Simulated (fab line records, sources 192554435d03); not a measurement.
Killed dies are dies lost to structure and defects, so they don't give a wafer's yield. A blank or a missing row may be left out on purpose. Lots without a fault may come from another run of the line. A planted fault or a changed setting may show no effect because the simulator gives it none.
fab line records | flow n5_finfet | part 1 of 2: steps 1 to 4 of 6
record lots=21 wafers=63 last_day=19
route steps=1938 shown PMOS_HMC_CHANNEL_EPI@71 FIN_SAQP@126 FIN_CUT@168
lots that met no fault: from a run of the same line without faults
start_h: hours from the record's first day to the start of the lot's first wafer shown | wait_h: hours since the lot's step before | " the same as in the row above | L1.1+2: a row that stands for several wafers | - no value, or no start given | * or withheld: withheld | < > ~ a bound
route shown NAME@n: a module of which the file shows steps, and the number in the route of the first | usual: mean/standard deviation of fault-free wafers | same: alike in all rows | chamber/n: place in a boat | sites: the reading at each site | _std_site: their standard deviation | _edge_site: outer sites' mean less inner sites' | radius_mm: how far each site lies from the wafer's centre | mask NAME#n: copy n | behind: the tool/chamber that last shaped the wafer | hold: why the lot was held/for how many hours/how that ended | device: the transistor (n, p or np) that didn't switch | end of line: the same wafers' tests at the end of the route | a step without rows: its recipe alone | killed: dies lost to structure and defects at the first sort, not the wafer's yield | map: a wafer's dies, x killed, . not, _ none there
set.NAME: the setting as run; set.NAME@STEP: as run at that earlier step | model.NAME: the simulator's own value behind a step, which no gauge read
steps of the route over a sample of lots; a table a step, a row a wafer
services: from which hour (start_h, from the record's first day; less than 0 if before it) a tool's chamber was out of use, for how many hours, and why
## steps
# step N5_PMOS_HMC_CHANNEL_EPI_STRIP_33
# recipe chemistry=N2/H2 power_w=500 temp_c=40 pressure_mtorr=50 rf_frequency_hz=6e+07 overash_fraction=0.3 bias_power_w=8 h2_frac=0.5 n2_flow_sccm=300 h2_flow_sccm=300
# usual bias_power_w=8.000/0.024 drypump_motor_current_A=5.8/0.5 oes_product_au=0.77/0.051 rf_vpp_V=54.3/1.9 showerhead_plenum_p_Torr=3.39/0.099 throttle_valve_pct=19.0/0.38
# columns lot.wafer tool chamber start_h wait_h bias_power_w drypump_motor_current_A oes_product_au rf_hours_counter_h rf_vpp_V showerhead_plenum_p_Torr throttle_valve_pct
L074.3 rie_diel-03 1 18.04 0.0 7.996 6.1 0.76 148 54.2 3.50 18.8
L074.5 " 3 " " 8.002 6.4 0.91 - 52.4 3.29 18.5
L074.6 " 0 " " 8.030 5.0 0.77 - 53.4 3.40 19.2
L075.2 rie_diel-01 3 23.80 0.0 8.002 6.2 0.78 127 53.6 3.53 18.9
L075.3 " 1 " " 7.988 6.2 0.75 145 55.5 3.25 19.2
L075.5 " 1 " " 8.001 6.3 0.75 - 53.2 3.25 19.2
L076.1 rie_diel-01 0 29.51 0.0 7.988 6.2 0.70 214 52.7 3.34 18.5
L076.2 " 1 " " 7.990 6.2 0.75 147 53.9 3.25 19.2
L076.6 " 1 " " 7.984 6.3 0.75 - 56.9 3.25 19.2
L077.1 rie_diel-01 1 36.76 0.0 7.982 6.2 0.74 148 52.6 3.25 19.2
L077.2 " 2 " " 8.009 5.7 0.80 120 55.2 3.51 18.9
L077.6 " 2 " " 8.015 5.7 0.81 - 54.5 3.51 18.9
L078.1 rie_diel-04 3 41.75 0.0 8.021 6.0 0.77 131 54.5 3.38 19.1
L078.3 " 1 " " 7.988 6.2 0.83 83 53.1 3.28 19.9
L078.4 " 0 " " 7.991 5.9 0.72 178 56.4 3.49 18.6
L079.1 rie_diel-01 1 47.88 0.0 7.977 6.2 0.74 152 50.7 3.25 19.2
L079.3 " 2 " " 7.971 5.7 0.78 125 53.2 3.50 18.9
L079.6 " 2 " " 7.962 5.7 0.79 - 55.5 3.50 19.0
L080.3 rie_diel-03 3 53.53 0.0 7.980 6.4 0.90 33 55.9 3.28 18.5
L080.5 " 1 " " 8.012 6.1 0.77 - 53.8 3.50 18.9
L080.6 " 2 " " 7.988 4.7 0.78 - 54.6 3.51 19.0
L081.1 rie_diel-03 2 59.82 0.0 7.975 4.7 0.79 120 50.7 3.51 19.0
L081.2 " 1 " " 8.015 6.1 0.75 163 53.5 3.49 18.8
L081.5 " 3 " " 7.982 6.4 0.89 - 53.9 3.28 18.5
L082.1 rie_diel-04 1 65.42 0.0 7.998 6.1 0.81 90 54.6 3.28 19.9
L082.2 " 2 " " 8.006 5.3 0.71 231 54.6 3.33 19.2
L082.6 " 3 " " 8.041 6.0 0.76 - 53.6 3.37 19.1
L083.1 rie_diel-04 0 71.93 0.0 8.009 5.9 0.71 187 56.8 3.48 18.6
L083.2 " 3 " " 8.019 5.9 0.77 139 54.2 3.37 19.0
L083.3 " 1 " " 7.989 6.1 0.83 92 49.6 3.28 19.9
L085.1 rie_diel-04 3 84.82 1.5 8.002 6.0 0.77 141 52.4 3.37 19.1
L085.3 " 0 " " 7.980 5.9 0.71 189 52.3 3.48 18.6
L085.6 " 1 " " 7.957 6.1 0.83 - 53.5 3.28 20.0
L086.1 rie_diel-01 0 90.21 0.0 7.979 6.2 0.70 231 53.4 3.33 18.5
L086.3 " 2 " " 7.990 5.7 0.79 137 53.3 3.50 19.0
L086.5 " 0 " " 7.994 6.2 0.69 - 53.2 3.33 18.6
L087.2 rie_diel-03 2 95.57 0.0 7.986 4.7 0.78 126 55.3 3.50 19.0
L087.5 " 3 " " 7.964 6.4 0.88 - 54.9 3.28 18.6
L087.6 " 2 " " 7.954 4.7 0.79 - 53.6 3.51 19.0
L088.3 rie_diel-03 3 101.34 0.0 7.993 6.4 0.89 43 53.4 3.28 18.5
L088.5 " 0 " " 8.011 5.0 0.75 - 52.6 3.39 19.3
L088.6 " 1 " " 7.996 6.1 0.74 - 55.7 3.49 18.9
L090.1 rie_diel-03 2 113.63 0.0 8.006 4.7 0.78 133 55.3 3.50 19.0
L090.3 " 1 " " 7.994 6.1 0.75 176 54.9 3.49 18.9
L090.5 " 3 " " 7.993 6.4 0.88 - 53.2 3.27 18.5
L091.1 rie_diel-04 0 119.57 0.0 8.071 5.9 0.72 197 54.0 3.48 18.6
L091.4 " 1 " " 7.964 6.1 0.81 - 51.3 3.27 20.0
L091.6 " 0 " " 7.985 5.9 0.72 - 54.5 3.48 18.6
L092.2 rie_diel-01 1 126.21 0.0 7.970 6.2 0.74 175 55.8 3.24 19.2
L092.3 " 0 " " 8.024 6.2 0.68 241 53.4 3.32 18.6
L092.6 " 2 " " 7.985 5.7 0.77 - 54.1 3.49 19.0
L094.1 rie_diel-03 1 137.08 0.0 8.008 6.1 0.73 184 57.3 3.48 18.9
L094.2 " 0 " " 8.018 5.0 0.75 146 54.1 3.38 19.2
L094.5 " 0 " " 8.062 5.0 0.75 - 53.8 3.38 19.2
L095.1 rie_diel-04 2 143.21 0.0 8.004 5.2 0.70 245 55.2 3.33 19.2
L095.4 " 3 " " 8.036 5.9 0.75 158 53.0 3.36 19.1
L095.6 " 2 " " 7.976 5.2 0.70 - 55.0 3.33 19.2
L096.1 rie_diel-03 0 149.35 0.0 7.988 5.0 0.73 148 53.4 3.38 19.3
L096.3 " 2 " " 7.977 4.7 0.78 142 56.9 3.50 19.0
L096.4 " 3 " " 8.027 6.4 0.88 56 50.7 3.27 18.5
L097.1 rie_diel-04 3 155.53 0.0 8.027 6.0 0.76 161 57.0 3.36 19.1
L097.3 " 1 " " 7.975 6.1 0.79 112 51.1 3.27 20.0
L097.6 " 1 " " 7.991 6.1 0.79 - 52.9 3.26 20.0
# step N5_PMOS_HMC_CHANNEL_EPI_EPI_26
# recipe material=Si target_thk_a=38 temp_c=650 precursor=SiH4/H2 pressure_torr=20 time_s=22.7
# usual throttle_valve_pct=11.2/0.39
# same time_s=22.7
# columns lot.wafer tool chamber start_h wait_h throttle_valve_pct
L074.3 epi_rpcvd-03 0 20.38 0.1 11.6
L074.5 " 0 " " 11.6
L074.6 " 0 " " 11.7
L075.2 epi_rpcvd-04 0 26.11 0.1 11.3
L075.3 " 0 " " 11.4
L075.5 " 0 " " 11.1
L076.1 epi_rpcvd-03 0 32.16 0.0 11.5
L076.2 " 0 " " 11.6
L076.6 " 0 " " 11.7
L077.1 epi_rpcvd-02 0 39.21 0.0 11.0
L077.2 " 0 " " 10.9
L077.6 " 0 " " 10.8
L078.1 epi_rpcvd-03 0 44.16 0.0 11.3
L078.3 " 0 " " 11.7
L078.4 " 0 " " 11.6
L079.1 epi_rpcvd-02 0 50.75 0.2 10.7
L079.3 " 0 " " 10.5
L079.6 " 0 " " 10.7
L080.3 epi_rpcvd-04 0 56.34 0.1 11.4
L080.5 " 0 " " 10.9
L080.6 " 0 " " 11.1
L081.1 epi_rpcvd-02 0 62.08 0.0 10.8
L081.2 " 0 " " 10.6
L081.5 " 0 " " 10.9
L082.1 epi_rpcvd-04 0 67.70 0.0 11.3
L082.2 " 0 " " 11.2
L082.6 " 0 " " 11.3
L083.1 epi_rpcvd-03 0 74.16 0.0 11.4
L083.2 " 0 " " 11.5
L083.3 " 0 " " 11.2
L085.1 epi_rpcvd-03 0 88.03 0.0 11.8
L085.3 " 0 " " 11.6
L085.6 " 0 " " 11.6
L086.1 epi_rpcvd-03 0 92.48 0.0 11.5
L086.3 " 0 " " 11.5
L086.5 " 0 " " 11.6
L087.2 epi_rpcvd-03 0 97.87 0.1 11.5
L087.5 " 0 " " 11.8
L087.6 " 0 " " 11.6
L088.3 epi_rpcvd-02 0 104.23 0.1 11.0
L088.5 " 0 " " 10.6
L088.6 " 0 " " 10.9
L090.1 epi_rpcvd-03 0 115.86 0.0 11.4
L090.3 " 0 " " 11.4
L090.5 " 0 " " 11.3
L091.1 epi_rpcvd-02 0 122.21 0.0 10.6
L091.4 " 0 " " 10.9
L091.6 " 0 " " 10.8
L092.2 epi_rpcvd-04 0 128.89 0.1 11.4
L092.3 " 0 " " 11.1
L092.6 " 0 " " 11.2
L094.1 epi_rpcvd-03 0 139.33 0.0 11.7
L094.2 " 0 " " 11.6
L094.5 " 0 " " 11.5
L095.1 epi_rpcvd-02 0 145.46 0.0 10.9
L095.4 " 0 " " 10.9
L095.6 " 0 " " 10.9
L096.1 epi_rpcvd-03 0 151.59 0.0 11.5
L096.3 " 0 " " 11.7
L096.4 " 0 " " 11.6
L097.1 epi_rpcvd-02 0 157.77 0.0 10.6
L097.3 " 0 " " 10.6
L097.6 " 0 " " 11.0
# step N5_FIN_SAQP_SPACER1_ETCHBACK_25
# recipe chemistry=CHF3/O2 mode=anisotropic_etchback target=SiO2 target_depth_a=244 time_s=12.2 pressure_mtorr=30 source_w=650 bias_w=170 Ar_flow_sccm=200 CHF3_flow_sccm=50 O2_flow_sccm=5 ion_energy_ev=200
# usual drypump_motor_current_A=5.7/0.47 oes_o_777_au=0.77/0.087 oes_product_au=0.77/0.093 rf_vpp_V=521/8.8 showerhead_plenum_p_Torr=2.42/0.059 throttle_valve_pct=18.94/0.17
# same time_s=12.2
# columns lot.wafer tool chamber start_h wait_h drypump_motor_current_A oes_o_777_au oes_product_au rf_hours_counter_h rf_vpp_V showerhead_plenum_p_Torr throttle_valve_pct
L074.3 rie_diel-02 3 24.49 0.4 6.4 0.70 0.70 218 518 2.27 19.06
L074.5 " 1 " " 5.0 0.73 0.72 - 519 2.42 18.96
L074.6 " 0 " " 5.2 0.74 0.72 - 515 2.49 19.13
L075.2 rie_diel-05 1 29.70 0.4 5.4 0.77 0.78 125 519 2.41 19.00
L075.3 " 0 " " 6.2 0.77 0.76 123 526 2.42 19.02
L075.5 " 3 " " 5.3 0.68 0.68 - 514 2.46 19.01
L076.1 rie_diel-05 2 36.46 0.4 5.5 0.73 0.72 172 525 2.41 18.89
L076.2 " 3 " " 5.3 0.69 0.70 246 513 2.46 19.01
L076.6 " 2 " " 5.5 0.72 0.72 - 527 2.41 18.86
L077.1 rie_diel-06 3 43.01 0.4 5.8 0.80 0.76 130 509 2.41 18.88
L077.2 " 0 " " 5.8 0.67 0.68 248 531 2.46 19.12
L077.6 " 3 " " 5.8 0.79 0.78 - 511 2.41 18.87
L078.1 rie_diel-02 0 47.99 0.4 5.2 0.73 0.73 183 516 2.49 19.14
L078.3 " 2 " " 5.8 0.97 0.96 3 509 2.45 18.70
L078.4 " 1 " " 5.0 0.72 0.73 180 520 2.41 18.98
L079.1 rie_diel-06 1 54.37 0.4 5.7 0.95 0.96 1 519 2.47 18.60
L079.3 " 3 " " 5.8 0.79 0.76 136 511 2.41 18.89
L079.6 " 3 " " 5.8 0.79 0.75 - 511 2.41 18.86
L080.3 rie_diel-05 1 61.18 0.4 5.4 0.76 0.77 137 518 2.40 19.02
L080.5 " 1 " " 5.4 0.76 0.78 - 520 2.40 19.02
L080.6 " 2 " " 5.5 0.71 0.71 - 526 2.41 18.89
L081.1 rie_diel-02 0 65.82 0.4 5.2 0.73 0.73 190 518 2.48 19.15
L081.2 " 2 " " 5.8 0.93 0.93 9 512 2.45 18.70
L081.5 " 0 " " 5.1 0.73 0.72 - 515 2.48 19.16
L082.1 rie_diel-06 1 72.50 0.4 5.7 0.91 0.93 7 519 2.47 18.60
L082.2 " 3 " " 5.8 0.79 0.76 142 508 2.40 18.89
L082.6 " 1 " " 5.7 0.92 0.94 - 520 2.47 18.59
L083.1 rie_diel-06 0 79.38 0.4 5.8 0.95 0.97 3 530 2.45 18.74
L083.2 " 3 " " 5.8 0.79 0.76 145 510 2.40 18.88
L083.3 " 1 " " 5.7 0.90 0.93 10 519 2.47 18.62
L085.1 rie_diel-02 0 92.76 0.4 5.1 0.72 0.71 198 515 2.48 19.17
L085.3 " 3 " " 6.4 0.68 0.68 243 519 2.26 19.11
L085.6 " 0 " " 5.2 0.72 0.71 - 517 2.48 19.18
L086.1 rie_diel-02 0 97.30 0.4 5.2 0.72 0.71 199 515 2.48 19.17
L086.3 " 3 " " 6.3 0.68 0.68 245 519 2.26 19.11
L086.5 " 2 " " 5.8 0.90 0.89 - 508 2.45 18.72
L087.2 rie_diel-06 2 102.28 0.4 6.3 0.69 0.73 181 543 2.40 18.99
L087.5 " 2 " " 6.3 0.69 0.73 - 542 2.40 18.98
L087.6 " 3 " " 5.8 0.78 0.75 - 510 2.40 18.91
L088.3 rie_diel-02 1 109.41 0.4 5.0 0.70 0.70 203 519 2.40 19.01
L088.5 " 1 " " 4.9 0.71 0.71 - 519 2.40 19.00
L088.6 " 3 " " 6.3 0.67 0.67 - 519 2.26 19.12
L090.1 rie_diel-05 1 121.20 0.4 5.4 0.75 0.76 151 518 2.39 19.04
L090.3 " 0 " " 6.2 0.73 0.73 148 525 2.41 19.08
L090.5 " 0 " " 6.2 0.74 0.74 - 527 2.41 19.07
L091.1 rie_diel-05 3 126.37 0.5 5.3 0.90 0.94 12 514 2.46 18.67
L091.4 " 1 " " 5.4 0.74 0.76 154 518 2.39 19.04
L091.6 " 0 " " 6.3 0.74 0.74 - 523 2.41 19.08
L092.2 rie_diel-02 2 132.49 0.4 5.8 0.88 0.88 30 510 2.44 18.75
L092.3 " 0 " " 5.2 0.71 0.71 216 516 2.47 19.18
L092.6 " 0 " " 5.2 0.71 0.70 - 516 2.47 19.19
L094.1 rie_diel-05 2 143.70 0.4 5.5 0.70 0.69 207 526 2.40 18.92
L094.2 " 0 " " 6.3 0.74 0.73 158 525 2.40 19.06
L094.5 " 2 " " 5.5 0.70 0.69 - 527 2.40 18.93
L095.1 rie_diel-05 1 149.16 0.4 5.4 0.73 0.75 163 519 2.39 19.06
L095.4 " 0 " " 6.2 0.73 0.73 160 526 2.40 19.09
L095.6 " 3 " " 5.3 0.88 0.92 - 512 2.45 18.69
L096.1 rie_diel-06 3 155.37 0.5 5.8 0.76 0.73 169 509 2.39 18.92
L096.3 " 2 " " 6.3 0.67 0.71 198 543 2.39 19.01
L096.4 " 1 " " 5.7 0.85 0.88 32 519 2.46 18.64
L097.1 rie_diel-02 0 161.65 0.4 5.2 0.71 0.69 221 517 2.47 19.21
L097.3 " 3 " " 6.3 0.93 0.95 8 527 2.54 18.68
L097.6 " 0 " " 5.2 0.71 0.70 - 515 2.47 19.21
# step N5_FIN_SAQP_SPACER2_ETCHBACK_29
# recipe chemistry=CHF3/O2 mode=anisotropic_etchback target=SiO2 target_depth_a=122 time_s=6.1 pressure_mtorr=30 source_w=650 bias_w=170 Ar_flow_sccm=200 CHF3_flow_sccm=50 O2_flow_sccm=5 ion_energy_ev=200
# usual drypump_motor_current_A=5.6/0.46 oes_o_777_au=0.78/0.087 oes_product_au=0.78/0.093 rf_vpp_V=520/8.1 showerhead_plenum_p_Torr=2.42/0.057 throttle_valve_pct=18.93/0.17
# same time_s=6.1
# columns lot.wafer tool chamber start_h wait_h drypump_motor_current_A oes_o_777_au oes_product_au rf_hours_counter_h rf_vpp_V showerhead_plenum_p_Torr throttle_valve_pct
L074.3 rie_diel-02 1 26.03 0.2 5.0 0.73 0.74 170 520 2.41 18.96
L074.5 " 0 " " 5.2 0.74 0.74 - 517 2.49 19.13
L074.6 " 1 " " 5.0 0.73 0.74 - 517 2.41 18.95
L075.2 rie_diel-05 3 31.43 0.2 5.3 0.68 0.69 244 513 2.46 19.02
L075.3 " 2 " " 5.5 0.72 0.72 170 525 2.41 18.86
L075.5 " 2 " " 5.5 0.73 0.72 - 526 2.41 18.87
L076.1 rie_diel-02 3 38.01 0.2 6.3 0.70 0.69 224 519 2.27 19.08
L076.2 " 1 " " 5.0 0.73 0.73 176 521 2.41 18.96
L076.6 " 3 " " 6.4 0.69 0.69 - 518 2.27 19.09
L077.1 rie_diel-05 0 44.90 0.3 6.3 0.76 0.75 128 526 2.41 19.03
L077.2 " 2 " " 5.5 0.73 0.71 174 526 2.41 18.85
L077.6 " 3 " " 5.3 0.67 0.68 - 513 2.46 19.01
L078.1 rie_diel-02 1 49.55 0.2 4.9 0.72 0.73 180 519 2.41 18.97
L078.3 " 2 " " 5.8 0.96 0.96 3 510 2.45 18.70
L078.4 " 0 " " 5.2 0.73 0.72 184 516 2.49 19.14
L079.1 rie_diel-05 0 56.30 0.3 6.2 0.76 0.75 134 526 2.41 19.03
L079.3 " 1 " " 5.4 0.76 0.77 135 519 2.40 19.02
L079.6 " 1 " " 5.4 0.76 0.77 - 519 2.40 19.04
L080.3 rie_diel-02 0 62.73 0.2 5.2 0.73 0.72 189 516 2.48 19.13
L080.5 " 3 " " 6.3 0.69 0.69 - 519 2.27 19.10
L080.6 " 2 " " 5.8 0.93 0.93 - 509 2.45 18.70
L081.1 rie_diel-02 0 67.42 0.2 5.2 0.73 0.72 190 516 2.48 19.15
L081.2 " 1 " " 5.0 0.71 0.71 187 517 2.41 18.98
L081.5 " 3 " " 6.3 0.69 0.69 - 519 2.26 19.10
L082.1 rie_diel-05 3 74.07 0.2 5.3 0.97 1.00 0 514 2.46 18.65
L082.2 " 2 " " 5.5 0.72 0.71 185 525 2.41 18.90
L082.6 " 0 " " 6.2 0.76 0.74 - 526 2.41 19.05
L083.1 rie_diel-05 2 81.76 0.2 5.5 0.71 0.70 187 526 2.40 18.90
L083.2 " 0 " " 6.2 0.75 0.74 140 526 2.41 19.04
L083.3 " 1 " " 5.4 0.75 0.78 142 519 2.40 19.03
L085.1 rie_diel-02 2 94.46 0.2 5.8 0.90 0.90 19 509 2.45 18.73
L085.3 " 0 " " 5.2 0.73 0.71 198 516 2.48 19.18
L085.6 " 0 " " 5.2 0.72 0.72 - 516 2.48 19.16
L086.1 rie_diel-05 0 99.64 0.2 6.2 0.75 0.74 143 527 2.41 19.05
L086.3 " 2 " " 5.5 0.72 0.71 190 526 2.40 18.92
L086.5 " 0 " " 6.2 0.75 0.75 - 527 2.41 19.05
L087.2 rie_diel-06 1 104.73 0.2 5.7 0.89 0.90 17 519 2.46 18.62
L087.5 " 2 " " 6.3 0.69 0.73 - 541 2.40 19.00
L087.6 " 1 " " 5.7 0.88 0.90 - 521 2.46 18.62
L088.3 rie_diel-06 3 110.99 0.2 5.8 0.78 0.74 154 509 2.40 18.90
L088.5 " 3 " " 5.8 0.78 0.74 - 508 2.40 18.90
L088.6 " 2 " " 6.3 0.69 0.72 - 543 2.40 18.97
L090.1 rie_diel-02 2 123.54 0.4 5.8 0.90 0.89 25 510 2.45 18.74
L090.3 " 0 " " 5.2 0.71 0.71 211 516 2.48 19.19
L090.5 " 1 " " 5.0 0.70 0.70 - 518 2.40 19.00
L091.1 rie_diel-02 1 127.93 0.2 5.0 0.70 0.70 211 519 2.40 19.02
L091.4 " 1 " " 5.0 0.69 0.70 - 519 2.40 19.02
L091.6 " 2 " " 5.8 0.89 0.88 - 510 2.44 18.74
L092.2 rie_diel-06 2 134.19 0.2 6.3 0.68 0.71 191 540 2.39 19.01
L092.3 " 1 " " 5.8 0.87 0.88 27 518 2.46 18.63
L092.6 " 0 " " 5.8 0.89 0.92 - 530 2.45 18.77
L094.1 rie_diel-06 1 145.25 0.2 5.7 0.86 0.88 30 520 2.46 18.63
L094.2 " 0 " " 5.8 0.89 0.91 24 530 2.45 18.77
L094.5 " 1 " " 5.8 0.86 0.88 - 518 2.46 18.63
L095.1 rie_diel-05 1 151.53 0.2 5.4 0.74 0.74 164 518 2.39 19.08
L095.4 " 3 " " 5.3 0.88 0.91 21 514 2.45 18.68
L095.6 " 2 " " 5.5 0.70 0.68 - 525 2.40 18.93
L096.1 rie_diel-02 2 156.92 0.2 5.8 0.88 0.87 37 510 2.44 18.76
L096.3 " 2 " " 5.8 0.87 0.86 - 511 2.44 18.76
L096.4 " 3 " " 6.4 0.94 0.95 - 527 2.55 18.65
L097.1 rie_diel-05 1 163.31 0.3 5.4 0.74 0.74 167 518 2.39 19.05
L097.3 " 3 " " 5.3 0.87 0.90 25 513 2.45 18.70
L097.6 " 3 " " 5.3 0.87 0.89 - 514 2.45 18.69
